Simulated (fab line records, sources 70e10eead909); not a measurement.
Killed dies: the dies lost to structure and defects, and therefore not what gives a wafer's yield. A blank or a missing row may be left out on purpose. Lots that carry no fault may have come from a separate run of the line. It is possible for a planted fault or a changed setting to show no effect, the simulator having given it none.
fab line records | flow nandHarc
record lots=12 | wafers=36 | lastDay=29
route steps=1159 shown P_BONDPAD@371 END@1159
lots with no fault: from the same line, run without faults
startH: start of the lot's first displayed wafer, in hours after the record's first day | waitH: time in hours since the lot's previous step | " as in the row above | L1.1+2: one row covering several wafers at once | - no value, or no start given | * or withheld: withheld | < > ~ a bound
route shown NAME@n: NAME is a module with steps in the file, n the number in the route of the first one | usual: mean/standard deviation taken from wafers without a fault | same: alike in all rows | chamber/n: place in a boat | sites: readings site by site | _std_site: the standard deviation of these | _edge_site: mean of outer sites minus mean of inner sites | radiusMm: for every site, how far away it sits from the centre of the wafer | mask NAME#n: copy n | behind: tool/chamber where the wafer was last shaped | hold: cause of the lot's hold/its duration in hours/its outcome | device: names the non-switching transistor (n, p or np) | end of line: tests of these same wafers at the route's end | for a step that has no rows: nothing shown but its recipe | killed: dies lost to structure and defects at the first sort, not the wafer's yield | map: the dies of a wafer, with x for killed, . for not killed, _ for no die there
set.NAME: the setting as run; set.NAME@STEP: as run at that earlier step | model.NAME: the simulator's own value behind a step, which no gauge read
the route's steps for a sample of lots (tables are steps, rows are wafers)
services: a tool's chamber out of use, with start hour (startH, from the record's first day; less than 0 if before it), hours out, and reason
## steps
# step NHARC_P_BONDPAD_STRIP_15
# recipe o2FlowSccm=500 | arFlowSccm=0 | biasW=0 | chemistry=O2
# usual drypumpMotorCurrentA=5.9/0.35 | oesProductAu=0.997/0.011 | rfVppV=57.9/0.91 | showerheadPlenumPTorr=3.57/0.14 | throttleValvePct=17.037/0.0089
# same biasW=0
lot.wafer | tool       | chamber | startH | waitH | drypumpMotorCurrentA | oesProductAu | rfHoursCounterH | rfVppV | showerheadPlenumPTorr | throttleValvePct
L742.2    | rieDiel-01 | 2       | 189.70 | 0.1   | 6.0                  | 1.007        | 5               | 56.8   | 3.74                  | 17.027
L742.1    | "          | 3       | "      | "     | 5.7                  | 0.999        | 7               | 56.9   | 3.51                  | 17.031
L742.5    | "          | 0       | "      | "     | 6.0                  | 0.999        | -               | 58.1   | 3.60                  | 17.050
L744.1    | rieDiel-05 | 2       | 190.03 | 0.1   | 6.5                  | 0.995        | 3               | 58.9   | 3.69                  | 17.062
L744.4    | "          | 3       | "      | "     | 5.5                  | 1.000        | 4               | 58.1   | 3.41                  | 17.040
L744.6    | "          | 1       | "      | "     | 6.1                  | 1.006        | -               | 58.5   | 3.49                  | 17.029
L743.1    | rieDiel-05 | 2       | 190.90 | 0.1   | 6.5                  | 0.991        | 3               | 58.0   | 3.69                  | 17.056
L743.2    | "          | 3       | "      | "     | 5.6                  | 0.994        | 4               | 58.1   | 3.41                  | 17.042
L743.6    | "          | 0       | "      | "     | 5.2                  | 0.992        | -               | 57.0   | 3.57                  | 17.037
L745.3    | rieDiel-05 | 0       | 193.49 | 0.1   | 5.3                  | 0.997        | 4               | 58.1   | 3.57                  | 17.032
L745.1    | "          | 2       | "      | "     | 6.5                  | 1.000        | 4               | 57.3   | 3.69                  | 17.027
L745.6    | "          | 0       | "      | "     | 5.3                  | 0.987        | -               | 58.2   | 3.57                  | 17.036
L748.2    | rieDiel-01 | 2       | 202.22 | 0.1   | 6.0                  | 1.013        | 7               | 58.5   | 3.74                  | 17.047
L748.3    | "          | 0       | "      | "     | 6.0                  | 1.003        | 8               | 57.0   | 3.60                  | 17.024
L748.6    | "          | 1       | "      | "     | 6.4                  | 0.973        | -               | 56.2   | 3.40                  | 17.030
L747.4    | rieDiel-01 | 1       | 204.10 | 0.1   | 6.4                  | 0.967        | 6               | 57.8   | 3.40                  | 17.039
L747.5    | "          | 2       | "      | "     | 6.0                  | 1.007        | -               | 60.0   | 3.74                  | 17.046
L747.6    | "          | 3       | "      | "     | 5.7                  | 1.000        | -               | 58.5   | 3.51                  | 17.035
L756.2    | rieDiel-05 | 1       | 227.55 | 0.1   | 6.1                  | 0.988        | 12              | 58.0   | 3.48                  | 17.047
L756.4    | "          | 3       | "      | "     | 5.5                  | 0.982        | 12              | 57.5   | 3.41                  | 17.036
L756.5    | "          | 2       | "      | "     | 6.5                  | 0.981        | -               | 58.2   | 3.68                  | 17.045
L758.4    | rieDiel-01 | 2       | 231.65 | 0.1   | 6.0                  | 1.006        | 10              | 57.8   | 3.73                  | 17.052
L758.6    | "          | 0       | "      | "     | 6.0                  | 1.001        | -               | 59.6   | 3.59                  | 17.003
L758.5    | "          | 1       | "      | "     | 6.4                  | 0.977        | -               | 56.7   | 3.40                  | 17.021
L760.1    | rieDiel-11 | 0       | 239.95 | 0.1   | 6.1                  | 1.015        | 9               | 58.6   | 3.80                  | 17.028
L760.2    | "          | 1       | "      | "     | 5.9                  | 0.997        | 2               | 60.3   | 3.66                  | 17.032
L760.6    | "          | 1       | "      | "     | 5.9                  | 1.002        | -               | 57.7   | 3.66                  | 17.037
L761.3    | rieDiel-11 | 0       | 245.33 | 0.1   | 6.1                  | 1.009        | 9               | 58.6   | 3.80                  | 17.040
L761.1    | "          | 2       | "      | "     | 5.9                  | 0.982        | 8               | 58.1   | 3.33                  | 17.027
L761.6    | "          | 1       | "      | "     | 5.8                  | 0.999        | -               | 58.0   | 3.66                  | 17.045
L762.4    | rieDiel-11 | 1       | 246.34 | 0.1   | 5.8                  | 1.003        | 3               | 58.0   | 3.65                  | 17.031
L762.2    | "          | 2       | "      | "     | 5.9                  | 0.980        | 8               | 56.8   | 3.33                  | 17.040
L762.5    | "          | 0       | "      | "     | 6.1                  | 1.009        | -               | 59.0   | 3.80                  | 17.046
L763.4    | rieDiel-11 | 0       | 261.21 | 0.1   | 6.1                  | 1.011        | 10              | 56.3   | 3.80                  | 17.024
L763.1    | "          | 1       | "      | "     | 5.8                  | 1.010        | 3               | 57.8   | 3.65                  | 17.034
L763.5    | "          | 2       | "      | "     | 5.9                  | 0.984        | -               | 56.7   | 3.33                  | 17.015
# step NHARC_P_BONDPAD_DEGAS_25
# recipe tempC=300 | timeS=60
# usual heaterPowerW=468/50
lot.wafer | tool          | chamber | startH | waitH | heaterPowerW
L742.2    | pvdSputter-02 | -       | 190.24 | -     | 481
L742.1    | "             | -       | "      | "     | 587
L742.5    | "             | -       | "      | "     | 475
L744.1    | pvdSputter-03 | -       | 190.62 | -     | 413
L744.4    | "             | -       | "      | "     | 414
L744.6    | "             | -       | "      | "     | 426
L743.2    | pvdSputter-03 | -       | 191.44 | -     | 412
L743.1    | "             | -       | "      | "     | 438
L743.6    | "             | -       | "      | "     | 434
L745.3    | pvdSputter-02 | -       | 194.11 | -     | 457
L745.1    | "             | -       | "      | "     | 488
L745.6    | "             | -       | "      | "     | 465
L748.3    | pvdSputter-01 | -       | 202.76 | -     | 438
L748.2    | "             | -       | "      | "     | 456
L748.6    | "             | -       | "      | "     | 441
L747.4    | pvdSputter-03 | -       | 204.63 | -     | 439
L747.6    | "             | -       | "      | "     | 448
L747.5    | "             | -       | "      | "     | 421
L756.2    | pvdSputter-01 | -       | 228.11 | -     | 438
L756.4    | "             | -       | "      | "     | 571
L756.5    | "             | -       | "      | "     | 536
L758.4    | pvdSputter-03 | -       | 232.18 | -     | 435
L758.5    | "             | -       | "      | "     | 432
L758.6    | "             | -       | "      | "     | 450
L760.2    | pvdSputter-02 | -       | 240.50 | -     | 455
L760.1    | "             | -       | "      | "     | 586
L760.6    | "             | -       | "      | "     | 468
L761.3    | pvdSputter-02 | -       | 245.89 | -     | 462
L761.1    | "             | -       | "      | "     | 444
L761.6    | "             | -       | "      | "     | 472
L762.2    | pvdSputter-02 | -       | 246.89 | -     | 603
L762.4    | "             | -       | "      | "     | 460
L762.5    | "             | -       | "      | "     | 479
L763.1    | pvdSputter-03 | -       | 261.73 | -     | 412
L763.4    | "             | -       | "      | "     | 419
L763.5    | "             | -       | "      | "     | 424
# step NHARC_P_BONDPAD_PRE_CLEAN_26
# recipe timeS=30 | tempC=280 | gas=H2/He
# usual heaterPowerW=418/47
lot.wafer | tool          | chamber | startH | waitH | heaterPowerW
L742.2    | pvdSputter-02 | -       | -      | -     | 395
L742.1    | "             | -       | "      | "     | 416
L742.5    | "             | -       | "      | "     | 400
L744.4    | pvdSputter-03 | -       | -      | -     | 384
L744.1    | "             | -       | "      | "     | 360
L744.6    | "             | -       | "      | "     | 393
L743.2    | pvdSputter-03 | -       | -      | -     | 396
L743.1    | "             | -       | "      | "     | 378
L743.6    | "             | -       | "      | "     | 370
L745.3    | pvdSputter-02 | -       | -      | -     | 407
L745.1    | "             | -       | "      | "     | 421
L745.6    | "             | -       | "      | "     | 502
L748.2    | pvdSputter-01 | -       | -      | -     | 466
L748.3    | "             | -       | "      | "     | 393
L748.6    | "             | -       | "      | "     | 399
L747.4    | pvdSputter-03 | -       | -      | -     | 380
L747.6    | "             | -       | "      | "     | 395
L747.5    | "             | -       | "      | "     | 362
L756.2    | pvdSputter-01 | -       | -      | -     | 454
L756.4    | "             | -       | "      | "     | 492
L756.5    | "             | -       | "      | "     | 378
L758.4    | pvdSputter-03 | -       | -      | -     | 386
L758.6    | "             | -       | "      | "     | 390
L758.5    | "             | -       | "      | "     | 389
L760.1    | pvdSputter-02 | -       | -      | -     | 395
L760.2    | "             | -       | "      | "     | 412
L760.6    | "             | -       | "      | "     | 398
L761.1    | pvdSputter-02 | -       | -      | -     | 414
L761.3    | "             | -       | "      | "     | 422
L761.6    | "             | -       | "      | "     | 534
L762.4    | pvdSputter-02 | -       | -      | -     | 411
L762.2    | "             | -       | "      | "     | 404
L762.5    | "             | -       | "      | "     | 410
L763.4    | pvdSputter-03 | -       | -      | -     | 394
L763.1    | "             | -       | "      | "     | 365
L763.5    | "             | -       | "      | "     | 390
# step NHARC_P_BONDPAD_PVD_27
# recipe targetThkA=300 | chamberPressurePa=5 | powerW=5000 | substrateTempC=30 | timeS=20.49 | material=Cu
# usual throttleValvePct=29.9/1
lot.wafer | tool          | chamber | startH | waitH | throttleValvePct
L742.1    | pvdSputter-02 | -       | 190.48 | -     | 29.9
L742.2    | "             | -       | "      | "     | 29.7
L742.5    | "             | -       | "      | "     | 29.9
L744.4    | pvdSputter-03 | -       | 190.98 | -     | 29.4
L744.1    | "             | -       | "      | "     | 27.8
L744.6    | "             | -       | "      | "     | 28.6
L743.1    | pvdSputter-03 | -       | 191.67 | -     | 27.5
L743.2    | "             | -       | "      | "     | 28.9
L743.6    | "             | -       | "      | "     | 27.4
L745.3    | pvdSputter-02 | -       | 194.48 | -     | 29.4
L745.1    | "             | -       | "      | "     | 29.7
L745.6    | "             | -       | "      | "     | 29.5
L748.2    | pvdSputter-01 | -       | 202.99 | -     | 30.7
L748.3    | "             | -       | "      | "     | 30.9
L748.6    | "             | -       | "      | "     | 30.8
L747.4    | pvdSputter-03 | -       | 204.87 | -     | 27.8
L747.5    | "             | -       | "      | "     | 28.6
L747.6    | "             | -       | "      | "     | 29.5
L756.2    | pvdSputter-01 | -       | 228.32 | -     | 30.9
L756.4    | "             | -       | "      | "     | 30.6
L756.5    | "             | -       | "      | "     | 30.4
L758.4    | pvdSputter-03 | -       | 232.39 | -     | 31.0
L758.6    | "             | -       | "      | "     | 30.8
L758.5    | "             | -       | "      | "     | 27.5
L760.1    | pvdSputter-02 | -       | 240.73 | -     | 29.3
L760.2    | "             | -       | "      | "     | 29.3
L760.6    | "             | -       | "      | "     | 29.7
L761.1    | pvdSputter-02 | -       | 246.11 | -     | 30.1
L761.3    | "             | -       | "      | "     | 29.3
L761.6    | "             | -       | "      | "     | 30.0
L762.2    | pvdSputter-02 | -       | 247.11 | -     | 29.3
L762.4    | "             | -       | "      | "     | 30.1
L762.5    | "             | -       | "      | "     | 29.1
L763.4    | pvdSputter-03 | -       | 261.97 | -     | 27.7
L763.1    | "             | -       | "      | "     | 28.9
L763.5    | "             | -       | "      | "     | 31.5
# step NHARC_END_SORT_01
# recipe tempC=25
# usual defectLimitedYield=95.1/1.7 | killedAtArray=29/11 | killedAtOther=0.5/0.85 | killedAtPeriphery=3.0/2.3 | killedDies=33/12 | killedOpen=3.3/1.9 | killedShort=2.0/1.5 | sort_bin_2_pct=1.5/0.66 | sort_bin_3_pct=0.25/0.21 | sort_bin_4_pct=3.1/1.2 | sortNPass=644/12 | sortRimYieldPct=96.7/2 | sortYieldPct=95.1/1.7
# same grossDies=677 | sort_bin_5_pct[%]=0 | sort_bin_6_pct[%]=0 | sort_bin_7_pct[%]=0 | sort_bin_8_pct[%]=0 | sortRimNGross=106.00
lot.wafer | tool      | chamber | startH | waitH | defectLimitedYield[%] | killedAtArray | killedAtOther | killedAtPeriphery | killedDies | killedOpen | killedShort | sort_bin_2_pct[%] | sort_bin_3_pct[%] | sort_bin_4_pct[%] | sortNPass | sortRimYieldPct[%] | sortYieldPct[%]
L756.2    | prober-01 | 0       | 631.94 | 2.8   | 93.8                  | 39            | 0             | 3                 | 42         | 6          | 0           | 1.5               | 0.15              | 4.6               | 635       | 89.6               | 93.8
L756.4    | prober-01 | 0       | 633.56 | 3.4   | 92.8                  | 43            | 0             | 6                 | 49         | 3          | 3           | 1.8               | 0                 | 5.5               | 628       | 97.2               | 92.8
L756.5    | prober-01 | 0       | 634.37 | 3.8   | 82.6                  | 24            | 0             | 94                | 118        | 1          | 2           | 7.4               | 3.84              | 6.2               | 559       | 94.3               | 82.6
L758.5    | prober-01 | 0       | 637.55 | 3.7   | 93.4                  | 34            | 0             | 11                | 45         | 1          | 2           | 1.8               | 0.30              | 4.6               | 632       | 95.3               | 93.4
L758.6    | prober-01 | 0       | 638.34 | 3.9   | 93.8                  | 37            | 0             | 5                 | 42         | 4          | 4           | 1.9               | 0.15              | 4.1               | 635       | 94.3               | 93.8
# killed by level:class
L756.2 A_CHANNEL_HOLE_D1:chamberFilmFlake=20 A_CONTACT:chamberFilmFlake=10 A_CONTACT:geometricParticle:open=4 P_GATE:chamberFilmFlake=2 A_STAIRCASE:chamberFilmFlake=2 A_ONON_D1:geometricParticle:open=1 A_M0:geometricParticle:open=1 P_STI:chamberFilmFlake=1
L756.4 A_CHANNEL_HOLE_D1:chamberFilmFlake=24 A_STAIRCASE:chamberFilmFlake=6 A_CONTACT:chamberFilmFlake=6 P_CONTACT:chamberFilmFlake=2 A_CHANNEL_FILL_D1:chamberFilmFlake=2 P_CONTACT:geometricParticle:short=1 P_M0:geometricParticle:short=1 A_ONON_D1:geometricParticle:open=1
L756.5 P_BONDPAD:unspecified=91 A_CHANNEL_HOLE_D1:chamberFilmFlake=16 A_CONTACT:chamberFilmFlake=4 P_ZERO_WELL:chamberFilmFlake=2 A_SOURCE_PLATE:geometricParticle:short=1 A_WL_FILL:geometricParticle:short=1 A_BLC:geometricParticle:open=1 P_STI:chamberFilmFlake=1
L758.5 A_SLIT:chamberFilmFlake=23 P_CONTACT:chamberFilmFlake=8 A_CHANNEL_HOLE_D1:chamberFilmFlake=4 A_CONTACT:chamberFilmFlake=3 A_STAIRCASE:chamberFilmFlake=2 P_M0:geometricParticle:short=1 P_M0:geometricParticle:open=1 A_CHANNEL_FILL_D1:geometricParticle:short=1
L758.6 A_SLIT:chamberFilmFlake=12 A_CHANNEL_HOLE_D1:chamberFilmFlake=10 A_CONTACT:chamberFilmFlake=4 A_CHANNEL_FILL_D1:geometricParticle:short=2 P_STI:chamberFilmFlake=2 P_CONTACT:chamberFilmFlake=2 A_STAIRCASE:chamberFilmFlake=2 P_CONTACT:geometricParticle:open=1
## services
tool          | chamber | startH | hours | kind
rieDiel-01    | 2       | 166.91 | 5.6   | repair
rieDiel-11    | 0       | 169.34 | -     | clean
rieDiel-11    | 1       | 169.34 | -     | clean
rieDiel-11    | 2       | 169.34 | -     | clean
rieDiel-11    | 3       | 169.34 | -     | clean
rieDiel-01    | 0       | 171.30 | -     | clean
rieDiel-01    | 1       | 171.30 | -     | clean
rieDiel-01    | 3       | 171.30 | -     | clean
rieDiel-05    | 0       | 172.60 | -     | clean
rieDiel-05    | 1       | 172.60 | -     | clean
rieDiel-01    | 1       | 173.41 | 8.6   | repair
rieDiel-11    | 0       | 178.67 | 3.2   | repair
pvdSputter-03 | -       | 179.13 | 6.0   | repair
rieDiel-11    | -       | 189.51 | 9.0   | pm
pvdSputter-01 | -       | 193.37 | 2.8   | repair
rieDiel-05    | 0       | 209.18 | 6.5   | repair
rieDiel-11    | 1       | 212.34 | 12.9  | repair
pvdSputter-02 | -       | 214.07 | 10.0  | pm
rieDiel-01    | 2       | 215.67 | 2.9   | repair
rieDiel-01    | 1       | 241.90 | 7.6   | repair
rieDiel-11    | 1       | 247.87 | 8.7   | repair
pvdSputter-03 | -       | 249.65 | 10.3  | repair
rieDiel-01    | 3       | 254.73 | 4.3   | repair
rieDiel-01    | 0       | 256.57 | 8.6   | repair
## key
firstSign step=NHARC_END_SORT_01 | reading=killedAtPeriphery | direction=up | sigmas=40 | usual=3.0 | struck=94
effect step=NHARC_END_SORT_01 | reading=defectLimitedYield | direction=down | sigmas=7.2 | usual=95.1 | struck=82.6
moreKillsBornAt NHARC_P_BONDPAD_PVD_27@pvdSputter-01=91
metAt NHARC_P_BONDPAD_PVD_27
struckLots L756
struckWafers L756.5
notActingAt NHARC_P_BONDPAD_STRIP_15,NHARC_P_BONDPAD_DEGAS_25,NHARC_P_BONDPAD_PRE_CLEAN_26
fault kind=chamberParticleSource | tool=pvdSputter-01 | chamber=- | onsetH=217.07 | steps=NHARC_P_BONDPAD_PVD_27 | ratePerVisitCm2=0.87439 | endH=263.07 | scope=struckWafersOnly
